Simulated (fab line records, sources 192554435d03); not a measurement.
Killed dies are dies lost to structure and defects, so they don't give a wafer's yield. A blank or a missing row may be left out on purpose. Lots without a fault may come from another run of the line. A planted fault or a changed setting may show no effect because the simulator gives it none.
Which tool did it? | flow n5_finfet | 11 lots, 33 wafers sampled, at 2 steps of a route of 1938

WHAT THE GAUGES READ, wafer by wafer
N5_PASSIVATION_OVL_MEAS_60.
lot  | measured     | on         | TV_OVL (nm)
L641 | day 11 01:40 | overlay-01 | 1 -6 -3
L642 | day 11 10:39 | overlay-02 | -3 -9 -8
L644 | day 11 12:57 | overlay-01 | 5 -4 -5
L645 | day 11 19:05 | overlay-01 | -2 3 -3
L646 | day 12 01:47 | overlay-02 | -8 2 4
L647 | day 12 08:35 | overlay-01 | -2 6 1
L650 | day 13 00:30 | overlay-02 | 2 -3 -2
L651 | day 13 00:46 | overlay-01 | -5 -3 -3
L659 | day 18 05:55 | overlay-01 | 4 6 -3
L661 | day 17 05:08 | overlay-01 | 4 4 6
L664 | day 19 07:41 | overlay-02 | 1 -2 -6

WHICH TOOL RAN EACH LOT (tool, then ch and the chambers of the sampled wafers, then the start)
lot  | N5_GATE_CUT_STRIP_42
L641 | rie_diel-05 ch 1,2,3, day 4 16:27
L642 | rie_diel-05 ch 0,2, day 4 22:28
L644 | rie_diel-06 ch 2,3, day 5 08:55
L645 | rie_diel-05 ch 0,2, day 5 13:11
L646 | rie_diel-06 ch 0,2,3, day 5 19:16
L647 | rie_diel-05 ch 0,2, day 6 00:33
L650 | rie_diel-05 ch 0,2,3, day 6 16:47
L651 | rie_diel-06 ch 0,3, day 6 23:17
L659 | rie_diel-01 ch 0,2, day 9 04:42
L661 | rie_diel-01 ch 0,1, day 9 17:21
L664 | rie_diel-05 ch 0,3, day 10 17:17
- N5_GATE_CUT_STRIP_42: strips in O2.

THE ANSWER, worked out from the rows above alone
Rule: what is usual is taken from the lots themselves. Put in order of their means at a reading, lots are off if they are a third of the lots or fewer, leave a main group of 4 or more, and stand apart from it by a gap of 3 or more times the standard deviation of the main group's means; of several such gaps the widest counts. A main group whose means are all the same, to the digits that the tables above print for the reading, isn't used. A lot without any number at a reading at which 4 lots or more have one is off too. The other lots that the step has rows for count as sound.
No lot is off at any reading shown: from this, nothing can be told.

WHAT THE SIMULATOR HAD PUT IN
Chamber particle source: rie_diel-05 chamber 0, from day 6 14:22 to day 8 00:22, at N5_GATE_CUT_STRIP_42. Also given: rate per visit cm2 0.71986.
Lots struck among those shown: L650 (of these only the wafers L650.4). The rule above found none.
